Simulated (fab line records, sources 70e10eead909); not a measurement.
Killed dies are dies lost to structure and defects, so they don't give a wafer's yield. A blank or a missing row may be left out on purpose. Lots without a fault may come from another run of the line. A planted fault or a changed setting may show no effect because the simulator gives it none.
Which tool did it? | flow nand_harc | 24 lots, 72 wafers sampled, at 4 steps of a route of 1159

WHAT THE GAUGES READ, wafer by wafer
NHARC_A_SGD_CUT_OVL_MEAS_10. Usual: overlay_x_nm 0.1 nm, standard deviation 0.99; overlay_y_nm -0.2 nm, standard deviation 0.89.
lot  | measured     | on         | overlay_x_nm (nm) | overlay_y_nm (nm) | flag
L075 | day 13 11:14 | overlay-02 | -0.7 -1.2 -1.0    | -0.2 -0.9 -0.5    |
L074 | day 13 11:26 | overlay-01 | 1.0 1.3 1.3       | -0.2 -0.3 -0.2    |
L077 | day 14 08:55 | overlay-01 | 0.0 0.0 0.5       | 1.5 1.1 1.6       |
L076 | day 14 09:08 | overlay-02 | 0.4 1.0 0.5       | -1.6 -1.7 -1.0    |
L079 | day 14 22:17 | overlay-01 | 1.4 0.5 1.3       | -0.5 0.1 0.0      |
L078 | day 14 20:46 | overlay-01 | -2.1 -2.0 -3.2    | 0.7 0.1 0.3       |
L081 | day 14 21:01 | overlay-01 | 0.7 0.5 0.8       | 0.6 0.4 0.8       |
L080 | day 14 20:49 | overlay-02 | 0.5 0.2 0.0       | -0.9 -1.3 -0.8    |
L083 | day 15 20:17 | overlay-01 | -0.9 -1.6 -1.2    | 1.0 0.0 0.3       |
L082 | day 16 08:16 | overlay-02 | -0.3 -0.9 -0.5    | -0.3 -0.4 -0.2    |
L084 | day 16 08:03 | overlay-01 | 1.1 0.3 0.9       | 0.8 0.7 0.9       |
L085 | day 17 02:18 | overlay-01 | 0.7 0.7 0.5       | -0.6 -0.5 -0.8    |
L086 | day 17 02:40 | overlay-02 | 1.1 0.7 0.2       | -0.7 -0.8 -1.0    |
L088 | day 17 03:25 | overlay-01 | 1.2 1.0 1.2       | 0.4 0.0 0.0       |
L087 | day 17 04:56 | overlay-02 | 0.6 0.9 0.5       | -1.0 -0.6 -1.0    |
L090 | day 17 20:56 | overlay-02 | 0.9 1.3 0.8       | 1.0 0.2 0.0       |
L089 | day 17 21:23 | overlay-02 | 0.6 1.2 1.3       | 0.7 0.5 0.7       |
L091 | day 18 10:11 | overlay-01 | 0.2 0.5 0.8       | 0.5 0.4 0.4       |
L092 | day 18 09:35 | overlay-02 | -1.0 -1.4 -0.7    | -1.9 -2.1 -2.1    |
L093 | day 18 10:27 | overlay-01 | -0.9 -0.5 -0.5    | 1.2 1.2 1.7       |
L094 | day 19 03:58 | overlay-02 | 0.3 -0.3 -0.5     | -0.3 0.0 0.0      |
L095 | day 19 14:29 | overlay-02 | -0.1 -0.3 -0.4    | -1.0 -0.8 -0.8    |
L096 | day 19 14:19 | overlay-01 | -0.3 0.4 -0.1     | -0.7 -0.8 -0.9    |
L097 | day 20 02:25 | overlay-02 | -0.7 -0.3 -0.3    | -0.3 -0.4 -0.6    |

WHICH TOOL RAN EACH LOT (tool, then ch and the chambers of the sampled wafers, then the start)
lot  | NHARC_A_STAIRCASE_ALD_415        | NHARC_A_STAIRCASE_DEP_151       | NHARC_A_STAIRCASE_DESCUM_443
L075 | ald_hk-03 ch 0,2,3, day 11 15:59 | pecvd-02 ch 0,2, day 12 06:21   | rie_diel-09 ch 0,1,2, day 13 05:14
L074 | ald_hk-04 ch 1,2,3, day 11 16:42 | pecvd-04 ch 0,1, day 12 06:33   | rie_diel-02 ch 0,3, day 13 05:08
L077 | ald_hk-04 ch 0,3, day 12 08:29   | pecvd-01 ch 0,1,2, day 12 22:58 | rie_diel-03 ch 0,1,3, day 14 03:01
L076 | ald_hk-04 ch 1,2,3, day 12 13:50 | pecvd-01 ch 0,1,2, day 13 04:05 | rie_diel-09 ch 0,1,2, day 14 03:11
L079 | ald_hk-04 ch 0,1,2, day 13 00:48 | pecvd-02 ch 0,1,2, day 13 16:33 | rie_diel-09 ch 1,2,3, day 14 14:43
L078 | ald_hk-01 ch 0,2,3, day 13 01:10 | pecvd-04 ch 0,1,2, day 13 16:16 | rie_diel-03 ch 0,2,3, day 14 14:35
L081 | ald_hk-04 ch 0,1,2, day 13 03:25 | pecvd-01 ch 0,1,2, day 13 16:16 | rie_diel-09 ch 1,2,3, day 14 14:39
L080 | ald_hk-03 ch 0,1,2, day 13 04:47 | pecvd-04 ch 1,2, day 13 18:43   | rie_diel-02 ch 0,2,3, day 14 14:37
L083 | ald_hk-04 ch 0,2,3, day 13 23:34 | pecvd-04 ch 0,1, day 14 13:43   | rie_diel-03 ch 2,3, day 15 14:25
L082 | ald_hk-01 ch 0,1,2, day 14 04:35 | pecvd-04 ch 1,2, day 15 01:43   | rie_diel-03 ch 1,2,3, day 16 02:23
L084 | ald_hk-01 ch 0,1,2, day 14 14:41 | pecvd-01 ch 0,1,2, day 15 01:54 | rie_diel-02 ch 2,3, day 16 02:13
L085 | ald_hk-01 ch 1,2,3, day 14 23:41 | pecvd-02 ch 0,2, day 15 16:30   | rie_diel-02 ch 0,1, day 16 20:36
L086 | ald_hk-04 ch 0,1,3, day 15 01:26 | pecvd-01 ch 0,1,2, day 15 16:31 | rie_diel-09 ch 0,1,2, day 16 20:46
L088 | ald_hk-04 ch 0,1, day 15 09:04   | pecvd-02 ch 0,1, day 15 23:23   | rie_diel-03 ch 0,1, day 16 21:01
L087 | ald_hk-03 ch 0,1,2, day 15 09:38 | pecvd-01 ch 0,1, day 15 23:23   | rie_diel-03 ch 0,2,3, day 16 21:11
L090 | ald_hk-04 ch 2,3, day 15 22:21   | pecvd-04 ch 0,1,2, day 16 12:36 | rie_diel-09 ch 0,1,3, day 17 14:59
L089 | ald_hk-01 ch 1,2, day 16 00:39   | pecvd-04 ch 1,2, day 16 15:45   | rie_diel-02 ch 0,2,3, day 17 15:14
L091 | ald_hk-01 ch 0,1,3, day 16 06:34 | pecvd-02 ch 0,1,2, day 16 21:56 | rie_diel-02 ch 0,3, day 18 03:08
L092 | ald_hk-01 ch 1,2, day 16 08:26   | pecvd-01 ch 0,1, day 16 21:42   | rie_diel-03 ch 0,1, day 18 02:49
L093 | ald_hk-01 ch 2,3, day 16 13:23   | pecvd-02 ch 1,2, day 17 03:39   | rie_diel-02 ch 0,3, day 18 03:11
L094 | ald_hk-01 ch 0,1,2, day 16 18:27 | pecvd-01 ch 0,1,2, day 17 08:48 | rie_diel-09 ch 0,1, day 18 21:17
L095 | ald_hk-01 ch 2,3, day 17 05:17   | pecvd-01 ch 0,2, day 17 19:49   | rie_diel-02 ch 0,1,2, day 19 08:01
L096 | ald_hk-03 ch 0,2, day 17 08:56   | pecvd-01 ch 0,1,2, day 17 23:19 | rie_diel-03 ch 1,2,3, day 19 08:12
L097 | ald_hk-03 ch 1,3, day 17 23:17   | pecvd-02 ch 0,1, day 18 13:53   | rie_diel-02 ch 0,1, day 19 19:41
- NHARC_A_STAIRCASE_ALD_415: deposits SiO2, target thk 30 nm, pulse time 6 s, ald cycles 300.
- NHARC_A_STAIRCASE_DEP_151: deposits SiO2, target thk 3800 nm.
- NHARC_A_STAIRCASE_DESCUM_443: chemistry O2, time 3 s.

WHAT THE TOOLS THEMSELVES READ (means of the sampled wafers that have a number; where no wafer has one, the mark that the record gives instead)
NHARC_A_STAIRCASE_ALD_415. Usual: heater_power_w 459 W, standard deviation 47; precursor_pulse_height_rel 0.998, standard deviation 0.022.
lot  | tool      | heater_power_w (W) | precursor_pulse_height_rel | flag
L075 | ald_hk-03 | 512                | 0.999                      |
L074 | ald_hk-04 | 428                | 1.001                      |
L077 | ald_hk-04 | 499                | 0.979                      |
L076 | ald_hk-04 | 419                | 0.987                      |
L079 | ald_hk-04 | 452                | 0.986                      |
L078 | ald_hk-01 | 459                | 1.006                      |
L081 | ald_hk-04 | 451                | 0.982                      |
L080 | ald_hk-03 | 500                | 0.997                      |
L083 | ald_hk-04 | 467                | 0.991                      |
L082 | ald_hk-01 | 420                | 0.987                      |
L084 | ald_hk-01 | 419                | 0.987                      |
L085 | ald_hk-01 | 448                | 0.986                      |
L086 | ald_hk-04 | 463                | 1.005                      |
L088 | ald_hk-04 | 455                | 0.998                      |
L087 | ald_hk-03 | 497                | 1.011                      |
L090 | ald_hk-04 | 437                | 0.982                      |
L089 | ald_hk-01 | 427                | 1.015                      |
L091 | ald_hk-01 | 448                | 0.988                      |
L092 | ald_hk-01 | 430                | 1.004                      |
L093 | ald_hk-01 | 491                | 0.986                      |
L094 | ald_hk-01 | 420                | 1.024                      |
L095 | ald_hk-01 | 467                | 0.995                      |
L096 | ald_hk-03 | 493                | 1.018                      |
L097 | ald_hk-03 | 506                | 0.999                      |

NHARC_A_STAIRCASE_DEP_151. Usual: heater_power_w 630 W, standard deviation 110.
lot  | tool     | heater_power_w (W) | flag
L075 | pecvd-02 | 730                |
L074 | pecvd-04 | 611                |
L077 | pecvd-01 | 580                |
L076 | pecvd-01 | 605                |
L079 | pecvd-02 | 627                |
L078 | pecvd-04 | 560                |
L081 | pecvd-01 | 627                |
L080 | pecvd-04 | 579                |
L083 | pecvd-04 | 633                |
L082 | pecvd-04 | 569                |
L084 | pecvd-01 | 577                |
L085 | pecvd-02 | 639                |
L086 | pecvd-01 | 677                |
L088 | pecvd-02 | 615                |
L087 | pecvd-01 | 544                |
L090 | pecvd-04 | 601                |
L089 | pecvd-04 | 611                |
L091 | pecvd-02 | 652                |
L092 | pecvd-01 | 649                |
L093 | pecvd-02 | 694                |
L094 | pecvd-01 | 641                |
L095 | pecvd-01 | 507                |
L096 | pecvd-01 | 651                |
L097 | pecvd-02 | 613                |

NHARC_A_STAIRCASE_DESCUM_443. Usual: drypump_motor_current_A 5.7 A, standard deviation 0.32; oes_product_au 1.001 a.u., standard deviation 0.012; rf_vpp_V 57.8 V, standard deviation 0.87; showerhead_plenum_p_Torr 1.91 Torr, standard deviation 0.11; throttle_valve_pct 11.312 %, standard deviation 0.0085.
lot  | tool        | drypump_motor_current_A (A) | oes_product_au (a.u.) | rf_vpp_V (V) | showerhead_plenum_p_Torr (Torr) | throttle_valve_pct (%) | flag
L075 | rie_diel-09 | 5.5                         | 0.998                 | 57.6         | 1.92                            | 11.309                 |
L074 | rie_diel-02 | 5.7                         | 1.009                 | 57.7         | 1.88                            | 11.319                 |
L077 | rie_diel-03 | 5.7                         | 1.008                 | 57.4         | 1.80                            | 11.312                 |
L076 | rie_diel-09 | 5.4                         | 1.008                 | 58.0         | 1.91                            | 11.319                 |
L079 | rie_diel-09 | 5.7                         | 1.002                 | 57.9         | 1.99                            | 11.309                 |
L078 | rie_diel-03 | 5.6                         | 1.009                 | 57.9         | 1.90                            | 11.308                 |
L081 | rie_diel-09 | 5.7                         | 1.014                 | 57.7         | 1.99                            | 11.312                 |
L080 | rie_diel-02 | 5.8                         | 1.000                 | 57.0         | 1.92                            | 11.313                 |
L083 | rie_diel-03 | 5.6                         | 1.009                 | 57.8         | 1.97                            | 11.312                 |
L082 | rie_diel-03 | 5.8                         | 1.009                 | 57.9         | 1.87                            | 11.308                 |
L084 | rie_diel-02 | 5.8                         | 0.992                 | 59.5         | 1.97                            | 11.306                 |
L085 | rie_diel-02 | 5.7                         | 0.982                 | 58.1         | 1.92                            | 11.313                 |
L086 | rie_diel-09 | 5.5                         | 1.001                 | 57.8         | 1.91                            | 11.313                 |
L088 | rie_diel-03 | 5.4                         | 1.008                 | 56.9         | 1.81                            | 11.310                 |
L087 | rie_diel-03 | 5.6                         | 1.002                 | 57.9         | 1.89                            | 11.311                 |
L090 | rie_diel-09 | 5.6                         | 1.004                 | 57.9         | 1.94                            | 11.311                 |
L089 | rie_diel-02 | 5.7                         | 0.997                 | 57.3         | 1.92                            | 11.315                 |
L091 | rie_diel-02 | 5.6                         | 0.997                 | 57.7         | 1.83                            | 11.316                 |
L092 | rie_diel-03 | 5.5                         | 1.003                 | 58.4         | 2.00                            | 11.314                 |
L093 | rie_diel-02 | 5.7                         | 0.996                 | 57.2         | 1.83                            | 11.306                 |
L094 | rie_diel-09 | 5.4                         | 1.008                 | 58.1         | 1.86                            | 11.319                 |
L095 | rie_diel-02 | 5.8                         | 0.991                 | 57.7         | 1.95                            | 11.319                 |
L096 | rie_diel-03 | 5.7                         | 1.002                 | 58.2         | 1.97                            | 11.310                 |
L097 | rie_diel-02 | 5.7                         | 0.999                 | 57.5         | 1.90                            | 11.312                 |

THE ANSWER, worked out from the rows above alone
Rule: a lot is off if the mean of its wafers that have a number lies more than 3 standard deviations from the usual mean. A lot without any number at a reading at which 4 lots or more have one is off too. The other lots that the step has rows for count as sound. The gauges are gone through in route order, then the tools' own readings, and for those a lot's mean is taken as printed above. The first step at which some lot is off is used, and at that step the reading that is off furthest; a lot without a number counts as furthest.
No lot is off at any reading shown: from this, nothing can be told.

WHAT THE SIMULATOR HAD PUT IN
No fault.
